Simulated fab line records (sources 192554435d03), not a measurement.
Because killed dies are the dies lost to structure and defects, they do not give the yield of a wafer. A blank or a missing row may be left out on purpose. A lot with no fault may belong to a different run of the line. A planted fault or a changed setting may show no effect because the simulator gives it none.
Chamber matching + flow n5Finfet + rieDiel-04 running N5_BEOL_M8_ETCH_72: 4 sister chambers
The step etches underlayer in N2/H2, target depth 6.5 nm, time 5.2 s. 14 wafers are shown with their chamber, then 7 later ones without.

WAFERS PAIRED WITH THEIR CHAMBERS
| wafer  | chamber | drypumpMotorCurrentA (A) | showerheadPlenumPTorr (Torr) | oesProductAu (a.u.) |
|--------|---------|--------------------------|------------------------------|---------------------|
| L074.1 | 2       | 6.3                      | 2.48                         | 0.72                |
| L074.4 | 1       | 5.9                      | 2.44                         | 0.62                |
| L074.6 | 1       | 5.9                      | 2.44                         | 0.62                |
| L079.3 | 3       | 5.1                      | 2.54                         | 0.65                |
| L079.4 | 2       | 6.3                      | 2.47                         | 0.72                |
| L079.5 | 1       | 5.8                      | 2.43                         | 0.63                |
| L078.1 | 1       | 5.9                      | 2.43                         | 0.63                |
| L078.2 | 3       | 5.1                      | 2.54                         | 0.65                |
| L078.3 | 2       | 6.3                      | 2.47                         | 0.71                |
| L080.2 | 1       | 5.9                      | 2.43                         | 0.61                |
| L080.3 | 3       | 5.1                      | 2.53                         | 0.65                |
| L080.6 | 1       | 5.8                      | 2.43                         | 0.62                |
| L081.2 | 1       | 5.8                      | 2.43                         | 0.62                |
| L081.3 | 0       | 5.8                      | 2.62                         | 0.58                |

SIGNATURES (means of the wafers above)
| reading               | chamber 0 | chamber 1 | chamber 2 | chamber 3 | scatter within a chamber |
|-----------------------|-----------|-----------|-----------|-----------|--------------------------|
| drypumpMotorCurrentA  | 5.800     | 5.857     | 6.300     | 5.100     | 0.0414                   |
| showerheadPlenumPTorr | 2.6200    | 2.4329    | 2.4733    | 2.5367    | 0.00526                  |
| oesProductAu          | 0.5800    | 0.6214    | 0.7167    | 0.6500    | 0.00594                  |
Rule: a wafer lies at a distance from a chamber equal to the root of the sum of squares, over the readings, of (its reading less the chamber's mean, divided by the reading's scatter). If the next closest chamber is less than 2 further off than the closest, the wafer can't be placed; otherwise it belongs to the closest. The scatter: take each reading less its chamber's mean, square it, sum over the shown wafers, divide by the number of wafers less the number of chambers, and take the root.

WAFERS WHOSE CHAMBER IS MISSING
| wafer  | drypumpMotorCurrentA (A) | showerheadPlenumPTorr (Torr) | oesProductAu (a.u.) |
|--------|--------------------------|------------------------------|---------------------|
| L081.4 | 5.1                      | 2.53                         | 0.66                |
| L088.3 | 6.3                      | 2.47                         | 0.70                |
| L088.4 | 5.7                      | 2.61                         | 0.55                |
| L088.5 | 5.9                      | 2.43                         | 0.61                |
| L097.1 | 5.8                      | 2.61                         | 0.81                |
| L097.2 | 5.9                      | 2.42                         | 0.59                |
| L097.5 | 5.9                      | 2.42                         | 0.59                |

WHICH CHAMBER EACH WENT THROUGH
| wafer  | from the rows above | in truth                   |
|--------|---------------------|----------------------------|
| L081.4 | 3                   | 3                          |
| L088.3 | 2                   | 2                          |
| L088.4 | 0                   | 0                          |
| L088.5 | 1                   | 1                          |
| L097.1 | 2                   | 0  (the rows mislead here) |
| L097.2 | 1                   | 1                          |
| L097.5 | 1                   | 1                          |
6 of 7 placed correctly. Can't be placed from these rows: 0. Wrongly placed: 1.
